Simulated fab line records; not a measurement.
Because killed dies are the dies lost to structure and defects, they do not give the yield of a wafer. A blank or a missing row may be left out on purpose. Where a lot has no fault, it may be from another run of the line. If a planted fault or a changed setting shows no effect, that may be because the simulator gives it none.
Chamber matching | flow nandHarc | 4 sister chambers for NHARC_A_CHANNEL_FILL_D1_ALD_25 on aldHk-04
The step deposits SiOx, target thk 60 nm, pulse time 10 s, ald cycles 600. 18 wafers are shown with their chamber, then 9 later ones without.

== WAFERS, EACH WITH ITS CHAMBER ==
wafer  | chamber | heaterPowerW (W) | precursorPulseHeightRel
L075.1 | 2       | 496              | 0.991
L075.5 | 0       | 436              | 1.026
L075.6 | 1       | 460              | 0.997
L076.4 | 3       | 532              | 0.966
L076.2 | 1       | 470              | 0.985
L076.6 | 0       | 423              | 0.975
L079.1 | 0       | 433              | 1.004
L079.2 | 3       | 540              | 0.973
L079.4 | 2       | 508              | 1.001
L081.4 | 2       | 499              | 0.993
L081.1 | 0       | 429              | 1.014
L081.6 | 1       | 460              | 1.007
L087.3 | 1       | 467              | 0.977
L087.5 | 2       | 493              | 1.006
L087.6 | 1       | 483              | 0.973
L089.2 | 1       | 472              | 0.993
L089.1 | 0       | 430              | 0.989
L089.5 | 1       | 467              | 0.988

SIGNATURES (averages over the wafers above)
reading                 | chamber 0 | chamber 1 | chamber 2 | chamber 3 | scatter within a chamber
heaterPowerW            | 430.20    | 468.43    | 499.00    | 536.00    | 6.69
precursorPulseHeightRel | 1.00160   | 0.98857   | 0.99775   | 0.96950   | 0.0137
Rule: a wafer lies at a distance from a chamber equal to the root of the sum of squares, over the readings, of (its reading less the chamber's mean, divided by the reading's scatter). If the next closest chamber is less than 2 further off than the closest, the wafer can't be placed; otherwise it belongs to the closest. The scatter: take each reading less its chamber's mean, square it, sum over the shown wafers, divide by the number of wafers less the number of chambers, and take the root.

== WAFERS WITHOUT THEIR CHAMBER ==
wafer  | heaterPowerW (W) | precursorPulseHeightRel
L094.1 | 424              | 1.015
L094.3 | 534              | 1.030
L094.4 | 483              | 0.989
L091.1 | 495              | 1.008
L091.5 | 435              | 1.012
L091.6 | 467              | 0.995
L097.1 | 443              | 0.965
L097.3 | 464              | 1.003
L097.5 | 444              | 0.975

== CHAMBER TAKEN BY EACH ==
wafer  | from the rows above     | in truth
L094.1 | 0                       | 0
L094.3 | can't be placed: 3 or 2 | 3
L094.4 | can't be placed: 1 or 2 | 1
L091.1 | 2                       | 2
L091.5 | 0                       | 0
L091.6 | 1                       | 1
L097.1 | can't be placed: 0 or 1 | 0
L097.3 | 1                       | 1
L097.5 | can't be placed: 0 or 1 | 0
5 of 9 placed correctly. Can't be placed from these rows: 4 (the true chamber is among the candidates in 4). Placed wrongly: 0.
